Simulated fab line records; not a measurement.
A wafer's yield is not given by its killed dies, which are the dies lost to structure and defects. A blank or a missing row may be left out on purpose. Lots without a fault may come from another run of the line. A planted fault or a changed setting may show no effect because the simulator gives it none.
fab line records    flow n5_finfet
record: lots: 24  wafers: 72  last_day: 19
route steps=1938 shown BEOL_M2@902 BEOL_M3@932
lots with no fault: from the same line, run without faults
start_h: hours from the record's first day to the start of the lot's first wafer shown    wait_h: hours elapsed since this lot's preceding step    " identical to the entry in the row above    L1.1+2: several wafers, shown together as one row    - either no value or no given start    * or withheld: withheld    < > ~ a bound
route shown NAME@n: names a module that has steps shown in the file, with the first one's number in the route    usual: mean/standard deviation taken from wafers without a fault    same: alike in all rows    chamber/n: place in a boat    sites: the reading at each site    _std_site: how widely they spread, as a standard deviation    _edge_site: mean of outer sites minus mean of inner sites    radius_mm: how far each site lies from the wafer's centre    mask NAME#n: copy n    behind: the most recent tool/chamber to have shaped the wafer    hold: the reason the lot was held/the length of the hold in hours/how it ended    device: the n, p or np transistor that did not switch    end of line: tests of these same wafers at the route's end    a step given without rows: its recipe and nothing more    killed: count of dies lost to structure and defects at first sort (not the wafer's yield)    map: a wafer's dies, marking killed ones x, the rest . and places with no die _
set.NAME: the setting the step ran with; set.NAME@STEP: the setting that earlier step ran with    model.NAME: the simulator's own value behind a step, which no gauge read
a sample of lots followed through the steps of the route, with each step as a table and each wafer as a row
services: the hour from which a tool's chamber was out of use, counted from the record's first day as start_h (under 0 if before that day), plus the number of hours and why
== steps ==
step: N5_BEOL_M2_SURFACE_TREAT_85
recipe: gas: Ar  time_s: *  ion_energy_ev: *  ion_current_ma_cm2: 0.5  pressure_mtorr: *  ar_flow_sccm: 30
usual: ar_flow_sccm: 30.01/0.1  throttle_valve_pct: *
lot.wafer  tool            chamber  start_h  wait_h  ar_flow_sccm  throttle_valve_pct
L074.1     pvd_sputter-01  -        156.58   1.5     29.92         *
L074.3     "               -        "        "       29.92         *
L074.6     "               -        "        "       29.87         *
L076.1     pvd_sputter-02  -        172.98   0.2     30.02         *
L076.4     "               -        "        "       30.13         *
L076.5     "               -        "        "       30.13         *
L077.1     pvd_sputter-01  -        188.70   0.1     29.82         *
L077.4     "               -        "        "       29.89         *
L077.5     "               -        "        "       30.00         *
L075.2     pvd_sputter-01  -        188.74   0.2     29.93         *
L075.4     "               -        "        "       30.08         *
L075.6     "               -        "        "       29.97         *
L078.1     pvd_sputter-03  -        193.10   0.2     30.03         *
L078.3     "               -        "        "       30.15         *
L078.4     "               -        "        "       30.11         *
L079.1     pvd_sputter-02  -        196.36   0.1     29.89         *
L079.4     "               -        "        "       30.06         *
L079.6     "               -        "        "       29.99         *
L080.1     pvd_sputter-01  -        203.55   0.5     29.95         *
L080.4     "               -        "        "       29.99         *
L080.6     "               -        "        "       29.85         *
L081.1     pvd_sputter-02  -        217.35   0.2     29.94         *
L081.3     "               -        "        "       30.05         *
L081.4     "               -        "        "       30.01         *
L082.3     pvd_sputter-02  -        220.95   0.1     30.07         *
L082.4     "               -        "        "       30.01         *
L082.6     "               -        "        "       30.04         *
L083.2     pvd_sputter-02  -        221.94   0.6     30.06         *
L083.4     "               -        "        "       29.98         *
L083.6     "               -        "        "       29.95         *
L084.1     pvd_sputter-02  -        227.65   0.2     30.00         *
L084.4     "               -        "        "       30.06         *
L084.6     "               -        "        "       30.16         *
L085.2     pvd_sputter-02  -        242.27   0.1     29.95         *
L085.3     "               -        "        "       30.07         *
L085.4     "               -        "        "       30.04         *
L086.1     pvd_sputter-02  -        248.57   0.3     29.89         *
L086.5     "               -        "        "       29.91         *
L086.6     "               -        "        "       30.13         *
L087.1     pvd_sputter-03  -        252.60   0.4     29.92         *
L087.2     "               -        "        "       30.06         *
L087.5     "               -        "        "       30.07         *
L090.3     pvd_sputter-02  -        263.12   0.4     30.00         *
L090.4     "               -        "        "       30.00         *
L090.5     "               -        "        "       30.11         *
L089.2     pvd_sputter-02  -        263.16   0.1     29.98         *
L089.3     "               -        "        "       30.15         *
L089.6     "               -        "        "       30.09         *
L088.1     pvd_sputter-02  -        265.72   0.3     29.96         *
L088.3     "               -        "        "       30.05         *
L088.6     "               -        "        "       29.90         *
L091.1     pvd_sputter-01  -        266.49   0.3     30.11         *
L091.2     "               -        "        "       30.04         *
L091.6     "               -        "        "       30.01         *
L092.1     pvd_sputter-02  -        278.07   0.3     30.25         *
L092.2     "               -        "        "       29.87         *
L092.6     "               -        "        "       29.98         *
L093.1     pvd_sputter-02  -        278.11   0.3     30.14         *
L093.4     "               -        "        "       30.06         *
L093.6     "               -        "        "       30.17         *
L094.1     pvd_sputter-02  -        291.77   0.3     30.08         *
L094.2     "               -        "        "       29.82         *
L094.5     "               -        "        "       30.05         *
L095.2     pvd_sputter-03  -        301.37   0.1     30.15         *
L095.5     "               -        "        "       29.99         *
L095.6     "               -        "        "       30.16         *
L096.2     pvd_sputter-02  -        304.39   0.1     29.97         *
L096.4     "               -        "        "       30.04         *
L096.5     "               -        "        "       30.08         *
L097.2     pvd_sputter-01  -        308.95   0.3     30.02         *
L097.3     "               -        "        "       30.01         *
L097.6     "               -        "        "       30.02         *
step: N5_BEOL_M2_SPUTTER_86
recipe: material: Cu  target_thk_a: 45  temp_c: -20  chamber_pressure_pa: 0.07  power_w: withheld  time_s: 8.29
usual: throttle_valve_pct: 29.9/1.1
lot.wafer  tool            chamber  start_h  wait_h  throttle_valve_pct
L074.1     pvd_sputter-01  -        157.54   0.1     29.8
L074.3     "               -        "        "       27.7
L074.6     "               -        "        "       29.6
L076.1     pvd_sputter-03  -        174.02   0.1     30.8
L076.4     "               -        "        "       28.5
L076.5     "               -        "        "       29.0
L077.1     pvd_sputter-03  -        189.64   0.1     29.0
L077.4     "               -        "        "       30.7
L077.5     "               -        "        "       30.5
L075.2     pvd_sputter-01  -        191.36   0.1     31.0
L075.4     "               -        "        "       29.9
L075.6     "               -        "        "       31.1
L078.1     pvd_sputter-02  -        194.28   0.1     31.5
L078.3     "               -        "        "       29.3
L078.4     "               -        "        "       30.1
L079.1     pvd_sputter-03  -        197.24   0.1     30.7
L079.4     "               -        "        "       29.1
L079.6     "               -        "        "       30.5
L080.1     pvd_sputter-03  -        204.46   0.1     29.2
L080.4     "               -        "        "       30.6
L080.6     "               -        "        "       29.1
L081.1     pvd_sputter-03  -        218.31   0.1     28.8
L081.3     "               -        "        "       30.5
L081.4     "               -        "        "       28.4
L082.3     pvd_sputter-01  -        221.92   0.1     31.0
L082.4     "               -        "        "       29.6
L082.6     "               -        "        "       30.1
L083.2     pvd_sputter-02  -        222.92   0.1     29.9
L083.4     "               -        "        "       29.6
L083.6     "               -        "        "       30.6
L084.1     pvd_sputter-03  -        228.56   0.1     30.5
L084.4     "               -        "        "       28.9
L084.6     "               -        "        "       28.7
L085.2     pvd_sputter-02  -        243.29   0.1     31.7
L085.3     "               -        "        "       30.0
L085.4     "               -        "        "       29.8
L086.1     pvd_sputter-02  -        250.21   0.1     30.4
L086.5     "               -        "        "       29.7
L086.6     "               -        "        "       31.8
L087.1     pvd_sputter-03  -        253.80   0.1     30.6
L087.2     "               -        "        "       28.8
L087.5     "               -        "        "       28.4
L090.3     pvd_sputter-02  -        264.02   0.1     30.3
L090.4     "               -        "        "       29.5
L090.5     "               -        "        "       30.4
L089.2     pvd_sputter-01  -        264.33   0.1     31.1
L089.3     "               -        "        "       30.0
L089.6     "               -        "        "       28.0
L088.1     pvd_sputter-03  -        266.64   0.1     30.6
L088.3     "               -        "        "       28.7
L088.6     "               -        "        "       29.2
L091.1     pvd_sputter-01  -        267.53   0.1     29.8
L091.2     "               -        "        "       31.0
L091.6     "               -        "        "       27.7
L092.1     pvd_sputter-01  -        278.99   0.1     29.6
L092.2     "               -        "        "       27.7
L092.6     "               -        "        "       30.1
L093.1     pvd_sputter-01  -        280.83   0.1     30.0
L093.4     "               -        "        "       29.5
L093.6     "               -        "        "       29.7
L094.1     pvd_sputter-02  -        292.75   0.1     30.0
L094.2     "               -        "        "       32.0
L094.5     "               -        "        "       31.8
L095.2     pvd_sputter-02  -        302.52   0.1     30.0
L095.5     "               -        "        "       29.8
L095.6     "               -        "        "       31.9
L096.2     pvd_sputter-01  -        305.37   0.1     30.7
L096.4     "               -        "        "       30.0
L096.5     "               -        "        "       30.8
L097.2     pvd_sputter-02  -        309.88   0.1     29.6
L097.3     "               -        "        "       29.7
L097.6     "               -        "        "       31.8
step: N5_BEOL_M2_ANNEAL_89
recipe: temp_c: 400  time_s: 240  ambient: vacuum
usual: heater_power_w: 784/96  susceptor_temp_C_max: 401.0/0.36
lot.wafer  tool            chamber  start_h  wait_h  heater_power_w  susceptor_temp_C_max
L074.1     pvd_sputter-01  -        157.84   0.0     782             401.0
L074.3     "               -        "        "       876             400.6
L074.6     "               -        "        "       856             400.7
L076.1     pvd_sputter-03  -        174.32   0.0     674             400.0
L076.4     "               -        "        "       855             400.8
L076.5     "               -        "        "       653             401.3
L077.1     pvd_sputter-03  -        189.94   0.0     656             401.4
L077.4     "               -        "        "       718             401.4
L077.5     "               -        "        "       692             400.7
L075.2     pvd_sputter-01  -        191.66   0.0     727             401.4
L075.4     "               -        "        "       780             401.1
L075.6     "               -        "        "       739             401.4
L078.1     pvd_sputter-02  -        194.58   0.0     683             400.8
L078.3     "               -        "        "       816             401.1
L078.4     "               -        "        "       669             400.9
L079.1     pvd_sputter-03  -        197.54   0.0     704             401.6
L079.4     "               -        "        "       680             401.5
L079.6     "               -        "        "       711             401.5
L080.1     pvd_sputter-03  -        204.76   0.0     662             401.4
L080.4     "               -        "        "       699             401.3
L080.6     "               -        "        "       671             401.4
L081.1     pvd_sputter-03  -        218.61   0.0     647             401.0
L081.3     "               -        "        "       694             401.1
L081.4     "               -        "        "       874             400.5
L082.3     pvd_sputter-01  -        222.22   0.0     719             401.4
L082.4     "               -        "        "       894             401.0
L082.6     "               -        "        "       761             400.4
L083.2     pvd_sputter-02  -        223.22   0.0     946             400.7
L083.4     "               -        "        "       813             401.2
L083.6     "               -        "        "       705             400.6
L084.1     pvd_sputter-03  -        228.86   0.0     707             401.0
L084.4     "               -        "        "       665             401.4
L084.6     "               -        "        "       867             401.1
L085.2     pvd_sputter-02  -        243.59   0.0     694             400.4
L085.3     "               -        "        "       966             400.9
L085.4     "               -        "        "       796             401.5
L086.1     pvd_sputter-02  -        250.51   0.0     702             400.9
L086.5     "               -        "        "       958             401.1
L086.6     "               -        "        "       690             400.1
L087.1     pvd_sputter-03  -        254.10   0.0     700             401.8
L087.2     "               -        "        "       647             401.3
L087.5     "               -        "        "       856             400.8
L090.3     pvd_sputter-02  -        264.32   0.0     705             400.8
L090.4     "               -        "        "       806             401.3
L090.5     "               -        "        "       705             401.4
L089.2     pvd_sputter-01  -        264.63   0.0     736             401.4
L089.3     "               -        "        "       797             401.3
L089.6     "               -        "        "       887             401.0
L088.1     pvd_sputter-03  -        266.94   0.0     689             400.6
L088.3     "               -        "        "       866             400.8
L088.6     "               -        "        "       649             400.9
L091.1     pvd_sputter-01  -        267.83   0.0     885             400.7
L091.2     "               -        "        "       733             401.0
L091.6     "               -        "        "       849             400.3
L092.1     pvd_sputter-01  -        279.29   0.0     894             401.0
L092.2     "               -        "        "       869             400.9
L092.6     "               -        "        "       773             401.2
L093.1     pvd_sputter-01  -        281.13   0.0     794             400.8
L093.4     "               -        "        "       883             400.7
L093.6     "               -        "        "       880             400.4
L094.1     pvd_sputter-02  -        293.05   0.0     985             401.0
L094.2     "               -        "        "       711             400.7
L094.5     "               -        "        "       693             400.8
L095.2     pvd_sputter-02  -        302.82   0.0     800             401.0
L095.5     "               -        "        "       804             400.9
L095.6     "               -        "        "       712             400.7
L096.2     pvd_sputter-01  -        305.67   0.0     732             401.5
L096.4     "               -        "        "       795             401.0
L096.5     "               -        "        "       729             401.6
L097.2     pvd_sputter-02  -        310.18   0.0     808             401.5
L097.3     "               -        "        "       969             401.3
L097.6     "               -        "        "       693             400.9
step: N5_BEOL_M2_ANNEAL_95
recipe: temp_c: 400  time_s: 240  ambient: vacuum
usual: heater_power_w: 783/96  susceptor_temp_C_max: 400.9/0.32
lot.wafer  tool            chamber  start_h  wait_h  heater_power_w  susceptor_temp_C_max
L074.1     pvd_sputter-01  -        158.50   0.0     775             401.1
L074.3     "               -        "        "       870             401.0
L074.6     "               -        "        "       870             401.4
L076.1     pvd_sputter-03  -        174.98   0.0     670             400.3
L076.4     "               -        "        "       840             400.7
L076.5     "               -        "        "       661             401.3
L077.1     pvd_sputter-03  -        190.60   0.0     660             401.1
L077.4     "               -        "        "       704             401.1
L077.5     "               -        "        "       692             400.2
L075.2     pvd_sputter-01  -        192.32   0.0     741             401.6
L075.4     "               -        "        "       798             400.6
L075.6     "               -        "        "       722             401.5
L078.1     pvd_sputter-02  -        195.24   0.0     702             400.7
L078.3     "               -        "        "       807             401.2
L078.4     "               -        "        "       695             401.0
L079.1     pvd_sputter-03  -        198.20   0.0     725             401.3
L079.4     "               -        "        "       657             400.6
L079.6     "               -        "        "       717             400.6
L080.1     pvd_sputter-03  -        205.42   0.0     669             400.8
L080.4     "               -        "        "       724             401.3
L080.6     "               -        "        "       640             401.2
L081.1     pvd_sputter-03  -        219.27   0.0     666             401.2
L081.3     "               -        "        "       709             401.4
L081.4     "               -        "        "       875             400.9
L082.3     pvd_sputter-01  -        222.88   0.0     729             401.5
L082.4     "               -        "        "       884             400.9
L082.6     "               -        "        "       775             400.7
L083.2     pvd_sputter-02  -        223.88   0.0     985             400.9
L083.4     "               -        "        "       793             401.0
L083.6     "               -        "        "       686             400.8
L084.1     pvd_sputter-03  -        229.52   0.0     719             401.4
L084.4     "               -        "        "       651             401.3
L084.6     "               -        "        "       843             400.8
L085.2     pvd_sputter-02  -        244.25   0.0     701             400.4
L085.3     "               -        "        "       950             401.0
L085.4     "               -        "        "       809             401.2
L086.1     pvd_sputter-02  -        251.17   0.0     697             401.0
L086.5     "               -        "        "       967             400.9
L086.6     "               -        "        "       699             400.8
L087.1     pvd_sputter-03  -        254.76   0.0     715             401.3
L087.2     "               -        "        "       652             401.2
L087.5     "               -        "        "       875             401.4
L090.3     pvd_sputter-02  -        264.98   0.0     707             401.0
L090.4     "               -        "        "       821             401.0
L090.5     "               -        "        "       715             400.9
L089.2     pvd_sputter-01  -        265.29   0.0     723             401.4
L089.3     "               -        "        "       771             401.1
L089.6     "               -        "        "       870             400.7
L088.1     pvd_sputter-03  -        267.60   0.0     683             400.8
L088.3     "               -        "        "       866             400.7
L088.6     "               -        "        "       655             400.9
L091.1     pvd_sputter-01  -        268.49   0.0     914             401.1
L091.2     "               -        "        "       734             401.3
L091.6     "               -        "        "       882             400.9
L092.1     pvd_sputter-01  -        279.95   0.0     886             400.6
L092.2     "               -        "        "       887             400.6
L092.6     "               -        "        "       803             400.3
L093.1     pvd_sputter-01  -        281.79   0.0     776             400.5
L093.4     "               -        "        "       910             401.0
L093.6     "               -        "        "       873             400.9
L094.1     pvd_sputter-02  -        293.71   0.0     952             401.0
L094.2     "               -        "        "       695             400.9
L094.5     "               -        "        "       697             401.0
L095.2     pvd_sputter-02  -        303.48   0.0     813             401.3
L095.5     "               -        "        "       796             401.1
L095.6     "               -        "        "       715             400.8
L096.2     pvd_sputter-01  -        306.33   0.0     732             401.7
L096.4     "               -        "        "       811             400.3
L096.5     "               -        "        "       723             401.5
L097.2     pvd_sputter-02  -        310.84   0.0     828             400.6
L097.3     "               -        "        "       971             401.0
L097.6     "               -        "        "       698             400.6
step: N5_BEOL_M2_INSPECT_59
recipe: inspect_instrument: darkfield  mode: post_dep
usual: raw_defect_count: 68/22
lot.wafer  tool               chamber  start_h  wait_h  raw_defect_count
L074.1     defect_inspect-02  -        162.05   0.0     49
L074.3     "                  -        "        "       108
L074.6     "                  -        "        "       45
L076.1     defect_inspect-02  -        178.69   0.0     88
L076.4     "                  -        "        "       79
L076.5     "                  -        "        "       115
L077.1     defect_inspect-01  -        191.98   0.0     54
L077.4     "                  -        "        "       67
L077.5     "                  -        "        "       32
L075.2     defect_inspect-02  -        193.58   0.0     68
L075.4     "                  -        "        "       74
L075.6     "                  -        "        "       98
L078.1     defect_inspect-01  -        197.07   0.0     44
L078.3     "                  -        "        "       109
L078.4     "                  -        "        "       48
L079.1     defect_inspect-01  -        199.71   0.0     62
L079.4     "                  -        "        "       57
L079.6     "                  -        "        "       60
L080.1     defect_inspect-01  -        206.92   0.0     77
L080.4     "                  -        "        "       96
L080.6     "                  -        "        "       78
L081.1     defect_inspect-01  -        220.60   0.0     77
L081.3     "                  -        "        "       57
L081.4     "                  -        "        "       62
L082.3     defect_inspect-01  -        224.23   0.0     66
L082.4     "                  -        "        "       92
L082.6     "                  -        "        "       56
L083.2     defect_inspect-02  -        225.11   0.0     89
L083.4     "                  -        "        "       55
L083.6     "                  -        "        "       79
L084.1     defect_inspect-01  -        230.74   0.0     52
L084.4     "                  -        "        "       57
L084.6     "                  -        "        "       68
L085.2     defect_inspect-02  -        246.01   0.0     148
L085.3     "                  -        "        "       53
L085.4     "                  -        "        "       85
L086.1     defect_inspect-01  -        252.60   0.0     50
L086.5     "                  -        "        "       65
L086.6     "                  -        "        "       71
L087.1     defect_inspect-02  -        255.97   0.0     83
L087.2     "                  -        "        "       53
L087.5     "                  -        "        "       53
L090.3     defect_inspect-02  -        266.39   0.0     82
L090.4     "                  -        "        "       49
L090.5     "                  -        "        "       45
L089.2     defect_inspect-01  -        266.90   0.0     79
L089.3     "                  -        "        "       69
L089.6     "                  -        "        "       131
L088.1     defect_inspect-02  -        269.21   0.0     120
L088.3     "                  -        "        "       104
L088.6     "                  -        "        "       104
L091.1     defect_inspect-01  -        269.70   0.0     55
L091.2     "                  -        "        "       59
L091.6     "                  -        "        "       68
L092.1     defect_inspect-01  -        281.16   0.0     43
L092.2     "                  -        "        "       80
L092.6     "                  -        "        "       44
L093.1     defect_inspect-02  -        283.04   0.0     60
L093.4     "                  -        "        "       63
L093.6     "                  -        "        "       68
L094.1     defect_inspect-01  -        294.93   0.0     24
L094.2     "                  -        "        "       69
L094.5     "                  -        "        "       89
L095.2     defect_inspect-01  -        304.85   0.0     61
L095.5     "                  -        "        "       40
L095.6     "                  -        "        "       62
L096.2     defect_inspect-02  -        307.55   0.0     48
L096.4     "                  -        "        "       46
L096.5     "                  -        "        "       40
L097.2     defect_inspect-01  -        312.28   0.0     110
L097.3     "                  -        "        "       65
L097.6     "                  -        "        "       45
step: N5_BEOL_M3_THK_MEAS_01
recipe: reads: SiOC_of_BEOL_M3_ILD_DEP_00
usual: M3_ILD_THK: 78.9/1.1
lot.wafer  tool           chamber  start_h  wait_h  M3_ILD_THK[nm]
L074.1     film_metro-01  -        162.16   0.0     77.8
L074.3     "              -        "        "       77.5
L074.6     "              -        "        "       79.1
L076.1     film_metro-02  -        178.79   0.0     78.2
L076.4     "              -        "        "       78.3
L076.5     "              -        "        "       78.3
L077.1     film_metro-02  -        192.08   0.0     79.4
L077.4     "              -        "        "       79.7
L077.5     "              -        "        "       78.8
L075.2     film_metro-02  -        193.69   0.1     78.2
L075.4     "              -        "        "       79.8
L075.6     "              -        "        "       79.3
L078.1     film_metro-01  -        197.18   0.0     79.5
L078.3     "              -        "        "       77.5
L078.4     "              -        "        "       81.1
L079.1     film_metro-02  -        199.81   0.0     79.4
L079.4     "              -        "        "       81.1
L079.6     "              -        "        "       78.8
L080.1     film_metro-02  -        207.02   0.0     79.8
L080.4     "              -        "        "       80.2
L080.6     "              -        "        "       80.9
L081.1     film_metro-02  -        220.70   0.0     78.8
L081.3     "              -        "        "       77.9
L081.4     "              -        "        "       80.2
L082.3     film_metro-01  -        224.33   0.1     78.8
L082.4     "              -        "        "       80.2
L082.6     "              -        "        "       78.5
L083.2     film_metro-01  -        225.21   0.1     78.0
L083.4     "              -        "        "       79.4
L083.6     "              -        "        "       78.6
L084.1     film_metro-01  -        230.84   0.0     79.4
L084.4     "              -        "        "       80.9
L084.6     "              -        "        "       80.7
L085.2     film_metro-02  -        246.11   0.1     79.1
L085.3     "              -        "        "       77.8
L085.4     "              -        "        "       79.5
L086.1     film_metro-01  -        252.71   0.0     79.3
L086.5     "              -        "        "       79.8
L086.6     "              -        "        "       80.3
L087.1     film_metro-01  -        256.07   0.0     78.0
L087.2     "              -        "        "       77.6
L087.5     "              -        "        "       79.9
L090.3     film_metro-02  -        266.50   0.1     77.9
L090.4     "              -        "        "       79.7
L090.5     "              -        "        "       80.1
L089.2     film_metro-02  -        267.00   0.1     78.1
L089.3     "              -        "        "       79.5
L089.6     "              -        "        "       81.4
L088.1     film_metro-01  -        269.31   0.0     78.2
L088.3     "              -        "        "       78.2
L088.6     "              -        "        "       80.3
L091.1     film_metro-01  -        269.80   0.0     78.8
L091.2     "              -        "        "       78.9
L091.6     "              -        "        "       79.8
L092.1     film_metro-02  -        281.27   0.0     78.1
L092.2     "              -        "        "       78.6
L092.6     "              -        "        "       79.6
L093.1     film_metro-02  -        283.14   0.0     77.8
L093.4     "              -        "        "       78.3
L093.6     "              -        "        "       80.2
L094.1     film_metro-01  -        295.03   0.0     77.4
L094.2     "              -        "        "       77.3
L094.5     "              -        "        "       78.3
L095.2     film_metro-01  -        304.95   0.1     78.4
L095.5     "              -        "        "       80.7
L095.6     "              -        "        "       79.6
L096.2     film_metro-02  -        307.65   0.1     78.0
L096.4     "              -        "        "       79.6
L096.5     "              -        "        "       80.6
L097.2     film_metro-02  -        312.38   0.1     78.5
L097.3     "              -        "        "       78.0
L097.6     "              -        "        "       79.6
== services ==
tool            chamber  start_h  hours  kind
pvd_sputter-02  -        228.43   5.9    repair
== key ==
fault none
